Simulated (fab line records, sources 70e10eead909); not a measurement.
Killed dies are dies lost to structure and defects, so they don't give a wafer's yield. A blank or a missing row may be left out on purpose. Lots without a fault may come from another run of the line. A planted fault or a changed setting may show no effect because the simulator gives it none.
fab line records | flow nand_harc
record lots=5 wafers=15 last_day=22
route steps=1159 shown A_STAIRCASE@603
lots that met no fault: from a run of the same line without faults
start_h: hours from the record's first day to the start of the lot's first wafer shown | wait_h: hours since the lot's step before | " the same as in the row above | L1.1+2: a row that stands for several wafers | - no value, or no start given | * or withheld: withheld | < > ~ a bound
route shown NAME@n: a module of which the file shows steps, and the number in the route of the first | usual: mean/standard deviation of fault-free wafers | same: alike in all rows | chamber/n: place in a boat | sites: the reading at each site | _std_site: their standard deviation | _edge_site: outer sites' mean less inner sites' | radius_mm: how far each site lies from the wafer's centre | mask NAME#n: copy n | behind: the tool/chamber that last shaped the wafer | hold: why the lot was held/for how many hours/how that ended | device: the transistor (n, p or np) that didn't switch | end of line: the same wafers' tests at the end of the route | a step without rows: its recipe alone | killed: dies lost to structure and defects at the first sort, not the wafer's yield | map: a wafer's dies, x killed, . not, _ none there
set.NAME: the setting as run; set.NAME@STEP: as run at that earlier step | model.NAME: the simulator's own value behind a step, which no gauge read
lots at some steps of the route; a table a step, a row a wafer
services: from which hour (start_h, from the record's first day; less than 0 if before it) a tool's chamber was out of use, for how many hours, and why
## steps
# step NHARC_A_STAIRCASE_DEHYDRATE_209
# recipe temp_c=150 time_s=120
# same time_s=120
# columns lot.wafer tool chamber start_h wait_h
L075.2+5+6 litho_track-02 0 257.10 -
L077.2+4+6 litho_track-05 0 257.33 -
L080.1+3+4 litho_track-07 0 268.19 -
L084.2+3+4 litho_track-07 0 305.49 -
L087.1+5+6 litho_track-05 0 333.28 -
# step NHARC_A_STAIRCASE_HMDS_210
# recipe time_s=30
# same time_s=30
# columns lot.wafer tool chamber start_h wait_h
L075.2+5+6 litho_track-02 0 - -
L077.2+4+6 litho_track-05 0 - -
L080.1+3+4 litho_track-07 0 - -
L084.2+3+4 litho_track-07 0 - -
L087.1+5+6 litho_track-05 0 - -
# step NHARC_A_STAIRCASE_COAT_211
# recipe spin_rpm=1200
# columns lot.wafer tool chamber start_h wait_h
L075.2+5+6 litho_track-02 0 - -
L077.2+4+6 litho_track-05 0 - -
L080.1+3+4 litho_track-07 0 - -
L084.2+3+4 litho_track-07 0 - -
L087.1+5+6 litho_track-05 0 - -
# step NHARC_A_STAIRCASE_SOFTBAKE_212
# recipe temp_c=135 time_s=170
# same time_s=170
# columns lot.wafer tool chamber start_h wait_h
L075.2+5+6 litho_track-02 0 - -
L077.2+4+6 litho_track-05 0 - -
L080.1+3+4 litho_track-07 0 - -
L084.2+3+4 litho_track-07 0 - -
L087.1+5+6 litho_track-05 0 - -
# step NHARC_A_STAIRCASE_EBR_213
# columns lot.wafer tool chamber start_h wait_h
L075.2+5+6 litho_track-02 0 - -
L077.2+4+6 litho_track-05 0 - -
L080.1+3+4 litho_track-07 0 - -
L084.2+3+4 litho_track-07 0 - -
L087.1+5+6 litho_track-05 0 - -
# step NHARC_A_STAIRCASE_EXPOSE_214
# recipe na=0.5 dose_mj=31.26 mask_id=STAIR_3
# columns lot.wafer tool chamber start_h wait_h mask
L075.2+5+6 krf_scanner-03 0 257.44 - STAIR_3#0
L077.2+4+6 krf_scanner-02 0 257.67 - STAIR_3#0
L080.1+3+4 krf_scanner-02 0 268.40 - STAIR_3#0
L084.2+3+4 krf_scanner-03 0 305.83 - STAIR_3#0
L087.1+5+6 krf_scanner-01 0 333.62 - STAIR_3#0
# step NHARC_A_STAIRCASE_PEB_215
# recipe peb_temp_c=115 peb_time_s=130
# columns lot.wafer tool chamber start_h wait_h
L075.2+5+6 litho_track-02 0 257.50 0.1
L077.2+4+6 litho_track-02 0 257.73 0.1
L080.1+3+4 litho_track-07 0 268.47 0.1
L084.2+3+4 litho_track-02 0 305.89 0.1
L087.1+5+6 litho_track-05 0 333.68 0.1
# step NHARC_A_STAIRCASE_DEVELOP_216
# recipe time_s=140
# same time_s=140
# columns lot.wafer tool chamber start_h wait_h
L075.2+5+6 litho_track-02 0 - -
L077.2+4+6 litho_track-02 0 - -
L080.1+3+4 litho_track-07 0 - -
L084.2+3+4 litho_track-02 0 - -
L087.1+5+6 litho_track-05 0 - -
# step NHARC_A_STAIRCASE_HARDBAKE_218
# recipe temp_c=120 time_s=140
# same time_s=140
# columns lot.wafer tool chamber start_h wait_h
L075.2+5+6 litho_track-05 0 257.72 -
L077.2+4+6 litho_track-07 0 257.95 -
L080.1+3+4 litho_track-07 0 268.69 -
L084.2+3+4 litho_track-05 0 306.11 -
L087.1+5+6 litho_track-05 0 333.91 -
# step NHARC_A_STAIRCASE_DESCUM_219
# recipe time_s=3 o2_flow_sccm=200 ar_flow_sccm=0 bias_power_w=0 chemistry=O2
# usual chamber_pressure_mTorr=60.00/0.053 drypump_motor_current_A=5.7/0.59 o2_flow_sccm=200.0/0.67 oes_product_au=1.001/0.014 rf_vpp_V=57.7/0.99 showerhead_plenum_p_Torr=1.88/0.085 throttle_valve_pct=11.312/0.0095
# same time_s=3
# columns lot.wafer tool chamber start_h wait_h chamber_pressure_mTorr drypump_motor_current_A o2_flow_sccm oes_product_au rf_hours_counter_h rf_vpp_V showerhead_plenum_p_Torr throttle_valve_pct
L075.2 rie_diel-01 0 257.82 - 60.03 6.6 200.0 0.996 39 57.8 1.79 11.318
L075.6 " 3 " " 60.01 4.9 199.6 1.005 - 57.7 1.85 11.321
L075.5 " 0 " " 59.94 6.6 200.2 0.993 - 57.5 1.79 11.310
L077.2 rie_diel-11 0 258.05 - 60.00 6.0 197.9 0.972 22 59.5 1.96 11.313
L077.4 " 2 " " 59.86 5.1 200.3 1.006 16 57.7 1.84 11.303
L077.6 " 0 " " 60.04 6.0 199.1 0.969 - 58.2 1.96 11.319
L080.3 rie_diel-07 0 268.78 - 59.98 5.3 200.2 0.999 12 56.6 1.78 11.320
L080.1 " 1 " " 59.89 6.4 200.2 1.003 12 58.1 1.98 11.301
L080.4 " 1 " " 59.97 6.3 200.1 1.006 - 59.3 1.98 11.324
L084.4 rie_diel-01 0 306.20 - 60.04 6.6 199.8 0.996 53 57.6 1.79 11.304
L084.3 " 1 " " 60.07 5.3 200.3 1.001 58 56.7 1.95 11.316
L084.2 " 2 " " 60.05 5.7 200.4 1.014 59 57.6 1.84 11.302
L087.1 rie_diel-07 2 334.03 - 59.95 6.8 201.1 0.995 27 59.5 1.88 11.305
L087.5 " 3 " " 60.04 5.4 199.0 1.000 - 59.2 2.05 11.300
L087.6 " 0 " " 60.03 5.3 200.3 1.009 - 57.6 1.78 11.309
# step NHARC_A_STAIRCASE_TRIM_220
# recipe time_s=211.2 o2_flow_sccm=500 ar_flow_sccm=0 bias_w=0 chemistry=O2
# usual chamber_pressure_mTorr=60.00/0.055 drypump_motor_current_A=5.7/0.6 o2_flow_sccm=500.0/1.4 oes_product_au=1.001/0.014 rf_vpp_V=57.6/0.93 showerhead_plenum_p_Torr=3.47/0.15 throttle_valve_pct=17.037/0.0084
# same time_s=211.2
# columns lot.wafer tool chamber start_h wait_h chamber_pressure_mTorr drypump_motor_current_A o2_flow_sccm oes_product_au rf_hours_counter_h rf_vpp_V showerhead_plenum_p_Torr throttle_valve_pct
L075.2 rie_diel-01 0 257.94 0.1 60.12 6.6 502.5 1.007 39 57.2 3.32 17.025
L075.5 " 1 " " 59.99 5.2 498.8 1.030 - 57.7 3.60 17.035
L075.6 " 2 " " 59.90 5.7 502.0 1.024 - 57.2 3.40 17.046
L077.4 rie_diel-11 1 258.15 0.1 59.98 5.0 498.5 1.011 23 55.3 3.35 17.049
L077.2 " 2 " " 59.95 5.1 501.4 1.006 16 57.3 3.40 17.031
L077.6 " 3 " " 59.91 5.5 500.0 1.008 - 58.2 3.38 17.040
L080.1 rie_diel-07 1 268.90 0.1 60.01 6.4 499.7 1.002 12 58.6 3.64 17.039
L080.3 " 3 " " 60.01 5.4 500.4 0.985 12 58.9 3.77 17.027
L080.4 " 3 " " 60.03 5.4 502.3 1.000 - 60.1 3.77 17.037
L084.2 rie_diel-01 0 306.29 0.1 59.97 6.6 499.0 1.005 53 57.5 3.31 17.048
L084.3 " 1 " " 59.98 5.2 501.2 1.012 58 58.9 3.59 17.024
L084.4 " 2 " " 60.10 5.7 500.0 1.017 59 58.6 3.39 17.029
L087.1 rie_diel-07 0 334.11 0.1 60.00 5.4 499.4 1.025 32 56.5 3.29 17.040
L087.5 " 2 " " 60.03 6.7 502.3 0.987 - 57.4 3.47 17.039
L087.6 " 3 " " 60.08 5.4 497.5 0.986 - 57.7 3.76 17.037
# step NHARC_A_STAIRCASE_ETCH_221
# recipe target_depth_a=1000 time_s=40.5 ion_energy_ev=400 c4f8_flow_sccm=20 o2_flow_sccm=10 ar_flow_sccm=withheld rf_w=600 bias_w=1000 chemistry=C4F8/O2
# usual chamber_pressure_mTorr=25.001/0.023 oes_product_au=0.939/0.017 rf_vpp_V=894/5.3
# same time_s=40.5
# columns lot.wafer tool chamber start_h wait_h chamber_pressure_mTorr oes_product_au rf_hours_counter_h rf_vpp_V
L075.2 rie_diel-01 2 - - 25.000 0.960 43 891
L075.6 " 1 " " 25.003 0.966 - 898
L075.5 " 2 " " 24.987 0.963 - 891
L077.4 rie_diel-11 3 - - 25.020 0.943 22 891
L077.2 " 0 " " 25.007 0.909 23 899
L077.6 " 3 " " 24.999 0.939 - 891
L080.3 rie_diel-07 0 - - 24.985 0.941 12 886
L080.1 " 1 " " 25.022 0.938 12 901
L080.4 " 1 " " 24.993 0.951 - 901
L084.2 rie_diel-01 1 - - 24.970 0.934 58 897
L084.4 " 2 " " 25.021 0.941 59 891
L084.3 " 3 " " 24.989 0.931 54 892
L087.1 rie_diel-07 1 - - 25.023 0.948 31 901
L087.6 " 1 " " 25.013 0.954 - 899
L087.5 " 2 " " 25.012 0.943 - 894
# step NHARC_A_STAIRCASE_TRIM_222
# recipe time_s=211.2 o2_flow_sccm=500 ar_flow_sccm=0 bias_w=0 chemistry=O2
# usual chamber_pressure_mTorr=60.01/0.051 drypump_motor_current_A=5.7/0.58 o2_flow_sccm=500.0/1.6 oes_product_au=1.003/0.014 rf_vpp_V=57.6/0.82 showerhead_plenum_p_Torr=3.47/0.15 throttle_valve_pct=17.037/0.01
# same time_s=211.2
# columns lot.wafer tool chamber start_h wait_h chamber_pressure_mTorr drypump_motor_current_A o2_flow_sccm oes_product_au rf_hours_counter_h rf_vpp_V showerhead_plenum_p_Torr throttle_valve_pct
L075.2 rie_diel-01 1 - - 59.96 5.3 500.1 1.020 44 58.0 3.60 17.047
L075.5 " 3 " " 59.97 4.9 499.0 1.005 - 57.1 3.42 17.042
L075.6 " 0 " " 59.96 6.6 500.2 0.999 - 57.5 3.32 17.039
L077.2 rie_diel-11 3 - - 59.84 5.5 502.3 1.015 22 57.4 3.38 17.052
L077.4 " 0 " " 60.00 6.0 502.3 0.983 23 57.8 3.61 17.005
L077.6 " 3 " " 60.11 5.5 498.8 1.015 - 57.6 3.38 17.030
L080.3 rie_diel-07 3 - - 60.07 5.4 503.1 1.003 12 57.0 3.77 17.033
L080.1 " 1 " " 59.96 6.3 499.0 1.015 12 58.4 3.64 17.031
L080.4 " 0 " " 59.97 5.3 499.7 1.006 - 58.3 3.30 17.046
L084.3 rie_diel-01 2 - - 59.98 5.7 498.2 1.023 59 57.7 3.39 17.029
L084.2 " 3 " " 59.93 4.9 502.2 1.020 54 57.6 3.41 17.041
L084.4 " 0 " " 60.05 6.6 502.8 1.006 53 56.7 3.31 17.031
L087.1 rie_diel-07 3 - - 60.00 5.4 502.2 0.997 34 58.7 3.76 17.023
L087.6 " 3 " " 59.95 5.4 500.7 1.000 - 56.6 3.76 17.032
L087.5 " 0 " " 60.06 5.3 500.9 1.033 - 57.1 3.29 17.031
# step NHARC_A_STAIRCASE_ETCH_223
# recipe target_depth_a=1000 time_s=40.5 ion_energy_ev=400 c4f8_flow_sccm=20 o2_flow_sccm=10 ar_flow_sccm=withheld rf_w=600 bias_w=1000 chemistry=C4F8/O2
# usual chamber_pressure_mTorr=24.999/0.022 oes_product_au=0.940/0.014 rf_vpp_V=893/5.7
# same time_s=40.5
# columns lot.wafer tool chamber start_h wait_h chamber_pressure_mTorr oes_product_au rf_hours_counter_h rf_vpp_V
L075.2 rie_diel-01 0 - - 24.995 0.934 40 889
L075.5 " 3 " " 24.999 0.938 - 892
L075.6 " 0 " " 25.000 0.937 - 887
L077.2 rie_diel-11 1 - - 25.003 0.947 23 889
L077.4 " 0 " " 24.996 0.905 23 901
L077.6 " 1 " " 24.992 0.947 - 890
L080.3 rie_diel-07 0 - - 24.987 0.949 12 887
L080.1 " 1 " " 25.009 0.948 12 901
L080.4 " 0 " " 24.989 0.950 - 887
L084.4 rie_diel-01 1 - - 25.017 0.956 58 898
L084.3 " 2 " " 25.024 0.937 59 890
L084.2 " 3 " " 25.012 0.947 54 892
L087.1 rie_diel-07 2 - - 24.970 0.939 27 893
L087.6 " 3 " " 24.987 0.923 - 903
L087.5 " 0 " " 25.016 0.961 - 887
# step NHARC_A_STAIRCASE_TRIM_224
# recipe time_s=211.2 o2_flow_sccm=500 ar_flow_sccm=0 bias_w=0 chemistry=O2
# usual chamber_pressure_mTorr=60.00/0.06 drypump_motor_current_A=5.7/0.61 o2_flow_sccm=499.9/1.5 oes_product_au=1.002/0.013 rf_vpp_V=57.6/0.86 showerhead_plenum_p_Torr=3.47/0.15 throttle_valve_pct=17.037/0.0095
# same time_s=211.2
# columns lot.wafer tool chamber start_h wait_h chamber_pressure_mTorr drypump_motor_current_A o2_flow_sccm oes_product_au rf_hours_counter_h rf_vpp_V showerhead_plenum_p_Torr throttle_valve_pct
L075.2 rie_diel-01 0 - - 59.95 6.6 500.9 1.009 40 56.6 3.32 17.043
L075.6 " 0 " " 59.93 6.6 499.7 1.002 - 57.1 3.32 17.042
L075.5 " 1 " " 59.92 5.2 503.7 1.027 - 57.8 3.60 17.052
L077.4 rie_diel-11 2 - - 60.01 5.1 497.7 1.010 17 59.1 3.40 17.023
L077.2 " 3 " " 60.00 5.5 501.6 1.010 22 58.5 3.38 17.052
L077.6 " 0 " " 60.04 6.0 500.8 0.975 - 57.0 3.61 17.034
L080.1 rie_diel-07 1 - - 59.96 6.4 498.7 1.015 12 56.9 3.64 17.021
L080.3 " 0 " " 60.04 5.3 502.6 1.016 12 58.4 3.30 17.031
L080.4 " 3 " " 59.92 5.4 501.7 0.999 - 59.4 3.77 17.025
L084.2 rie_diel-01 1 - - 60.03 5.2 499.6 1.007 58 57.4 3.59 17.034
L084.4 " 2 " " 60.04 5.7 499.3 1.018 59 56.9 3.39 17.050
L084.3 " 0 " " 60.05 6.6 502.4 0.999 54 56.2 3.31 17.035
L087.1 rie_diel-07 2 - - 59.95 6.8 499.0 0.992 27 58.1 3.47 17.036
L087.5 " 1 " " 60.04 6.4 498.4 1.001 - 56.8 3.63 17.029
L087.6 " 2 " " 60.12 6.8 500.0 1.004 - 57.2 3.47 17.059
# step NHARC_A_STAIRCASE_ETCH_225
# recipe target_depth_a=1000 time_s=40.5 ion_energy_ev=400 c4f8_flow_sccm=20 o2_flow_sccm=10 ar_flow_sccm=withheld rf_w=600 bias_w=1000 chemistry=C4F8/O2
# usual chamber_pressure_mTorr=25.003/0.022 oes_product_au=0.943/0.013 rf_vpp_V=894/5.3
# same time_s=40.5
# columns lot.wafer tool chamber start_h wait_h chamber_pressure_mTorr oes_product_au rf_hours_counter_h rf_vpp_V
L075.2 rie_diel-01 0 - - 25.002 0.935 40 888
L075.5 " 3 " " 25.015 0.945 - 893
L075.6 " 0 " " 25.006 0.943 - 888
L077.4 rie_diel-11 2 - - 25.010 0.947 17 892
L077.2 " 0 " " 24.997 0.915 23 899
L077.6 " 1 " " 24.993 0.950 - 888
L080.3 rie_diel-07 1 - - 24.975 0.949 12 899
L080.1 " 0 " " 25.042 0.945 12 887
L080.4 " 3 " " 25.010 0.935 - 905
L084.4 rie_diel-01 3 - - 25.019 0.949 54 893
L084.3 " 0 " " 25.008 0.944 54 889
L084.2 " 1 " " 25.004 0.954 58 900
L087.1 rie_diel-07 0 - - 24.978 0.969 32 885
L087.5 " 1 " " 25.039 0.946 - 900
L087.6 " 2 " " 25.013 0.936 - 894
# step NHARC_A_STAIRCASE_TRIM_226
# recipe time_s=211.2 o2_flow_sccm=500 ar_flow_sccm=0 bias_w=0 chemistry=O2
# usual chamber_pressure_mTorr=60.00/0.063 drypump_motor_current_A=5.7/0.59 o2_flow_sccm=500.0/1.5 oes_product_au=1.002/0.015 rf_vpp_V=57.6/0.9 showerhead_plenum_p_Torr=3.47/0.15 throttle_valve_pct=17.035/0.0098
# same time_s=211.2
# columns lot.wafer tool chamber start_h wait_h chamber_pressure_mTorr drypump_motor_current_A o2_flow_sccm oes_product_au rf_hours_counter_h rf_vpp_V showerhead_plenum_p_Torr throttle_valve_pct
L075.2 rie_diel-01 1 - - 59.99 5.2 501.6 1.024 44 57.0 3.60 17.030
L075.5 " 3 " " 60.02 4.9 499.7 1.001 - 56.5 3.42 17.033
L075.6 " 0 " " 59.82 6.6 500.9 0.989 - 57.2 3.32 17.042
L077.2 rie_diel-11 1 - - 60.00 5.1 500.5 0.996 24 57.3 3.35 17.046
L077.4 " 0 " " 60.05 6.0 497.7 0.978 23 59.3 3.61 17.041
L077.6 " 2 " " 60.00 5.1 498.4 1.001 - 57.4 3.40 17.028
L080.3 rie_diel-07 1 - - 59.96 6.4 498.0 1.022 12 57.9 3.64 17.017
L080.1 " 3 " " 60.07 5.4 502.7 1.012 12 58.7 3.77 17.024
L080.4 " 0 " " 59.98 5.3 501.8 1.026 - 56.8 3.30 17.039
L084.2 rie_diel-01 1 - - 60.01 5.2 500.1 1.009 58 59.3 3.59 17.039
L084.4 " 3 " " 60.11 4.9 497.3 1.019 54 57.3 3.41 17.043
L084.3 " 0 " " 60.06 6.6 500.8 1.011 54 57.9 3.31 17.029
L087.1 rie_diel-07 3 - - 60.03 5.4 498.2 1.006 34 59.2 3.76 17.055
L087.5 " 2 " " 60.03 6.8 503.0 0.992 - 57.5 3.47 17.052
L087.6 " 3 " " 60.00 5.4 501.4 1.000 - 57.2 3.76 17.031
# step NHARC_A_STAIRCASE_ETCH_227
# recipe target_depth_a=1000 time_s=40.5 ion_energy_ev=400 c4f8_flow_sccm=20 o2_flow_sccm=10 ar_flow_sccm=withheld rf_w=600 bias_w=1000 chemistry=C4F8/O2
# usual chamber_pressure_mTorr=25.003/0.021 oes_product_au=0.944/0.014 rf_vpp_V=894/5.4
# same time_s=40.5
# columns lot.wafer tool chamber start_h wait_h chamber_pressure_mTorr oes_product_au rf_hours_counter_h rf_vpp_V
L075.2 rie_diel-01 0 - - 25.005 0.932 40 889
L075.6 " 1 " " 25.003 0.971 - 898
L075.5 " 2 " " 25.006 0.958 - 893
L077.4 rie_diel-11 0 - - 25.033 0.924 23 900
L077.2 " 3 " " 24.979 0.947 22 891
L077.6 " 1 " " 24.975 0.951 - 889
L080.1 rie_diel-07 0 - - 24.957 0.962 12 888
L080.3 " 3 " " 25.022 0.950 12 905
L080.4 " 1 " " 25.033 0.964 - 899
L084.3 rie_diel-01 1 - - 25.008 0.953 59 898
L084.2 " 3 " " 25.009 0.957 54 892
L084.4 " 0 " " 25.011 0.958 54 888
L087.1 rie_diel-07 1 - - 24.952 0.956 31 899
L087.6 " 3 " " 25.052 0.937 - 904
L087.5 " 0 " " 25.029 0.976 - 886
# step NHARC_A_STAIRCASE_TRIM_229
# recipe time_s=211.2 o2_flow_sccm=500 ar_flow_sccm=0 bias_w=0 chemistry=O2
# usual chamber_pressure_mTorr=60.00/0.055 drypump_motor_current_A=5.6/0.61 o2_flow_sccm=499.9/1.4 oes_product_au=1.004/0.013 rf_vpp_V=57.5/0.81 showerhead_plenum_p_Torr=3.45/0.13 throttle_valve_pct=17.036/0.0083
# same time_s=211.2
# columns lot.wafer tool chamber start_h wait_h chamber_pressure_mTorr drypump_motor_current_A o2_flow_sccm oes_product_au rf_hours_counter_h rf_vpp_V showerhead_plenum_p_Torr throttle_valve_pct
L075.2 rie_diel-01 2 259.26 0.1 59.99 5.7 498.9 1.009 44 57.3 3.40 17.053
L075.5 " 3 " " 59.91 4.9 497.5 1.004 - 58.0 3.42 17.036
L075.6 " 0 " " 60.12 6.6 500.4 0.987 - 58.3 3.32 17.031
L077.2 rie_diel-11 0 259.41 0.1 60.04 6.0 499.4 0.981 23 58.1 3.61 17.033
L077.4 " 2 " " 60.05 5.1 501.0 0.999 17 57.3 3.40 17.031
L077.6 " 3 " " 59.99 5.6 498.0 1.011 - 57.9 3.38 17.034
L080.1 rie_diel-01 1 270.21 0.1 59.95 5.2 500.2 1.020 46 57.5 3.60 17.046
L080.3 " 2 " " 60.10 5.7 502.3 1.022 48 57.0 3.40 17.030
L080.4 " 0 " " 60.04 6.6 503.9 1.011 45 57.5 3.32 17.043
L084.3 rie_diel-07 2 307.34 0.1 60.08 6.8 501.1 0.997 20 58.9 3.48 17.035
L084.4 " 3 " " 59.95 5.4 499.8 0.996 26 58.2 3.76 17.021
L084.2 " 0 " " 59.97 5.3 498.9 1.016 25 57.7 3.29 17.031
L087.1 rie_diel-11 2 335.15 0.1 60.00 5.1 500.7 1.001 52 56.1 3.38 17.065
L087.6 " 0 " " 59.99 6.0 500.3 0.987 - 57.6 3.59 17.041
L087.5 " 1 " " 59.97 5.1 499.4 1.004 - 57.8 3.33 17.034
# step NHARC_A_STAIRCASE_ETCH_230
# recipe target_depth_a=1000 time_s=40.5 ion_energy_ev=400 c4f8_flow_sccm=20 o2_flow_sccm=10 ar_flow_sccm=withheld rf_w=600 bias_w=1000 chemistry=C4F8/O2
# usual chamber_pressure_mTorr=24.997/0.022 oes_product_au=0.952/0.018 rf_vpp_V=893/4.7
# same time_s=40.5
# columns lot.wafer tool chamber start_h wait_h chamber_pressure_mTorr oes_product_au rf_hours_counter_h rf_vpp_V
L075.2 rie_diel-01 1 - - 24.985 0.975 44 898
L075.6 " 3 " " 25.009 0.944 - 891
L075.5 " 0 " " 25.023 0.949 - 888
L077.4 rie_diel-11 0 - - 24.993 0.904 24 901
L077.2 " 2 " " 25.035 0.939 17 890
L077.6 " 1 " " 24.997 0.939 - 890
L080.4 rie_diel-01 2 - - 24.969 0.943 49 891
L080.3 " 0 " " 25.045 0.920 45 889
L080.1 " 1 " " 24.997 0.949 46 899
L084.4 rie_diel-07 2 - - 25.020 0.965 20 894
L084.3 " 0 " " 25.024 0.992 25 887
L084.2 " 1 " " 25.015 0.976 25 900
L087.1 rie_diel-11 3 - - 24.966 0.978 53 889
L087.6 " 1 " " 25.003 0.948 - 888
L087.5 " 2 " " 24.955 0.945 - 890
# step NHARC_A_STAIRCASE_TRIM_231
# recipe time_s=211.2 o2_flow_sccm=500 ar_flow_sccm=0 bias_w=0 chemistry=O2
# usual chamber_pressure_mTorr=60.00/0.053 drypump_motor_current_A=5.7/0.62 o2_flow_sccm=500.2/1.6 oes_product_au=1.004/0.013 rf_vpp_V=57.5/0.84 showerhead_plenum_p_Torr=3.45/0.13 throttle_valve_pct=17.037/0.0081
# same time_s=211.2
# columns lot.wafer tool chamber start_h wait_h chamber_pressure_mTorr drypump_motor_current_A o2_flow_sccm oes_product_au rf_hours_counter_h rf_vpp_V showerhead_plenum_p_Torr throttle_valve_pct
L075.2 rie_diel-01 1 - - 60.07 5.2 498.4 1.023 44 56.7 3.60 17.036
L075.5 " 0 " " 60.01 6.6 498.5 0.998 - 56.6 3.32 17.019
L075.6 " 1 " " 59.99 5.2 498.6 1.029 - 55.9 3.60 17.032
L077.4 rie_diel-11 1 - - 59.89 5.1 496.8 1.005 24 57.2 3.35 17.039
L077.2 " 2 " " 60.02 5.0 501.9 1.011 17 57.9 3.40 17.033
L077.6 " 3 " " 59.92 5.5 503.2 1.009 - 58.0 3.38 17.034
L080.4 rie_diel-01 0 - - 59.87 6.6 499.6 0.997 45 57.3 3.32 17.033
L080.3 " 1 " " 59.88 5.2 499.0 1.016 46 58.6 3.60 17.036
L080.1 " 2 " " 59.98 5.7 501.1 1.011 49 55.4 3.40 17.021
L084.3 rie_diel-07 0 - - 60.02 5.3 500.4 1.015 25 58.0 3.29 17.031
L084.4 " 1 " " 60.12 6.4 501.0 1.000 25 57.7 3.64 17.038
L084.2 " 3 " " 59.99 5.4 503.3 0.990 26 58.8 3.76 17.028
L087.1 rie_diel-11 0 - - 59.99 6.0 499.6 0.968 50 59.2 3.59 17.035
L087.6 " 2 " " 60.10 5.1 498.2 0.991 - 57.3 3.38 17.035
L087.5 " 3 " " 59.97 5.5 501.4 1.009 - 58.5 3.36 17.041
# step NHARC_A_STAIRCASE_ETCH_232
# recipe target_depth_a=1000 time_s=40.5 ion_energy_ev=400 c4f8_flow_sccm=20 o2_flow_sccm=10 ar_flow_sccm=withheld rf_w=600 bias_w=1000 chemistry=C4F8/O2
# usual chamber_pressure_mTorr=25.002/0.023 oes_product_au=0.947/0.015 rf_vpp_V=893/4.8
# same time_s=40.5
# columns lot.wafer tool chamber start_h wait_h chamber_pressure_mTorr oes_product_au rf_hours_counter_h rf_vpp_V
L075.2 rie_diel-01 3 - - 24.982 0.952 40 892
L075.6 " 0 " " 25.025 0.941 - 889
L075.5 " 1 " " 25.004 0.952 - 898
L077.4 rie_diel-11 0 - - 25.008 0.907 24 900
L077.2 " 1 " " 25.027 0.944 24 889
L077.6 " 3 " " 25.008 0.933 - 891
L080.4 rie_diel-01 0 - - 24.987 0.926 45 888
L080.1 " 1 " " 25.009 0.941 47 898
L080.3 " 2 " " 25.007 0.969 49 893
L084.3 rie_diel-07 2 - - 25.020 0.954 21 894
L084.4 " 3 " " 24.996 0.954 26 905
L084.2 " 0 " " 25.056 0.970 25 886
L087.1 rie_diel-11 1 - - 24.977 0.946 55 888
L087.6 " 2 " " 25.037 0.930 - 890
L087.5 " 3 " " 24.989 0.948 - 890
# step NHARC_A_STAIRCASE_TRIM_233
# recipe time_s=211.2 o2_flow_sccm=500 ar_flow_sccm=0 bias_w=0 chemistry=O2
# usual chamber_pressure_mTorr=59.99/0.05 drypump_motor_current_A=5.6/0.62 o2_flow_sccm=499.7/1.6 oes_product_au=1.004/0.014 rf_vpp_V=57.7/0.87 showerhead_plenum_p_Torr=3.45/0.13 throttle_valve_pct=17.037/0.0094
# same time_s=211.2
# columns lot.wafer tool chamber start_h wait_h chamber_pressure_mTorr drypump_motor_current_A o2_flow_sccm oes_product_au rf_hours_counter_h rf_vpp_V showerhead_plenum_p_Torr throttle_valve_pct
L075.2 rie_diel-01 0 - - 60.01 6.6 501.0 0.995 40 56.6 3.32 17.028
L075.6 " 1 " " 60.03 5.2 499.7 1.024 - 59.0 3.60 17.032
L075.5 " 2 " " 59.98 5.7 500.2 1.015 - 57.3 3.40 17.040
L077.2 rie_diel-11 1 - - 59.99 5.1 500.9 1.012 25 58.8 3.35 17.036
L077.4 " 2 " " 60.09 5.1 498.3 0.994 18 58.1 3.40 17.037
L077.6 " 1 " " 59.98 5.1 499.6 0.998 - 58.3 3.35 17.038
L080.3 rie_diel-01 1 - - 59.95 5.3 498.0 1.002 47 58.2 3.60 17.036
L080.1 " 2 " " 59.96 5.7 501.2 1.023 49 56.4 3.40 17.035
L080.4 " 0 " " 60.03 6.6 500.9 1.006 45 58.7 3.32 17.031
L084.2 rie_diel-07 0 - - 60.06 5.3 497.2 1.023 25 58.0 3.29 17.049
L084.4 " 1 " " 60.04 6.4 500.2 1.010 25 56.4 3.64 17.032
L084.3 " 3 " " 59.99 5.4 500.2 0.998 26 57.8 3.76 17.033
L087.1 rie_diel-11 1 - - 59.95 5.1 500.0 0.999 55 55.4 3.33 17.039
L087.5 " 0 " " 60.00 6.0 500.2 0.977 - 57.1 3.59 17.040
L087.6 " 1 " " 59.86 5.1 498.7 1.000 - 57.8 3.33 17.049
# step NHARC_A_STAIRCASE_ETCH_234
# recipe target_depth_a=1000 time_s=40.5 ion_energy_ev=400 c4f8_flow_sccm=20 o2_flow_sccm=10 ar_flow_sccm=withheld rf_w=600 bias_w=1000 chemistry=C4F8/O2
# usual chamber_pressure_mTorr=24.999/0.022 oes_product_au=0.948/0.014 rf_vpp_V=893/5
# same time_s=40.5
# columns lot.wafer tool chamber start_h wait_h chamber_pressure_mTorr oes_product_au rf_hours_counter_h rf_vpp_V
L075.2 rie_diel-01 1 - - 24.981 0.957 45 898
L075.5 " 0 " " 24.970 0.953 - 889
L075.6 " 1 " " 24.991 0.968 - 900
L077.4 rie_diel-11 3 - - 25.009 0.977 23 890
L077.2 " 0 " " 25.003 0.918 24 898
L077.6 " 1 " " 24.981 0.949 - 890
L080.4 rie_diel-01 2 - - 25.006 0.958 49 890
L080.3 " 3 " " 24.990 0.956 44 892
L080.1 " 0 " " 25.001 0.938 45 889
L084.4 rie_diel-07 3 - - 24.981 0.958 26 904
L084.3 " 0 " " 25.013 0.971 26 886
L084.2 " 1 " " 24.989 0.953 26 899
L087.1 rie_diel-11 2 - - 25.046 0.934 52 890
L087.6 " 1 " " 24.989 0.939 - 889
L087.5 " 2 " " 24.972 0.946 - 890
## services
# columns tool chamber start_h hours kind
litho_track-05 - 237.00 7.0 pm
rie_diel-01 0 245.25 - clean
rie_diel-01 1 245.25 - clean
rie_diel-01 2 245.25 - clean
rie_diel-01 3 245.25 - clean
krf_scanner-01 - 256.00 4.0 pm
rie_diel-01 1 261.53 5.9 repair
rie_diel-07 2 267.40 10.3 repair
rie_diel-01 0 269.75 - clean
rie_diel-01 1 269.75 - clean
rie_diel-01 2 269.75 - clean
rie_diel-01 3 269.75 - clean
krf_scanner-03 - 284.70 2.3 repair
krf_scanner-03 - 293.69 0.6 repair
rie_diel-01 0 294.25 - clean
rie_diel-01 1 294.25 - clean
rie_diel-01 2 294.25 - clean
rie_diel-01 3 294.25 - clean
rie_diel-01 - 314.91 9.0 pm
rie_diel-01 0 314.91 9.0 vent_cycle
rie_diel-01 1 314.91 9.0 vent_cycle
krf_scanner-01 - 317.43 4.7 repair
rie_diel-01 2 331.12 8.1 repair
rie_diel-07 - 335.76 2.1 repair
## key
fault none
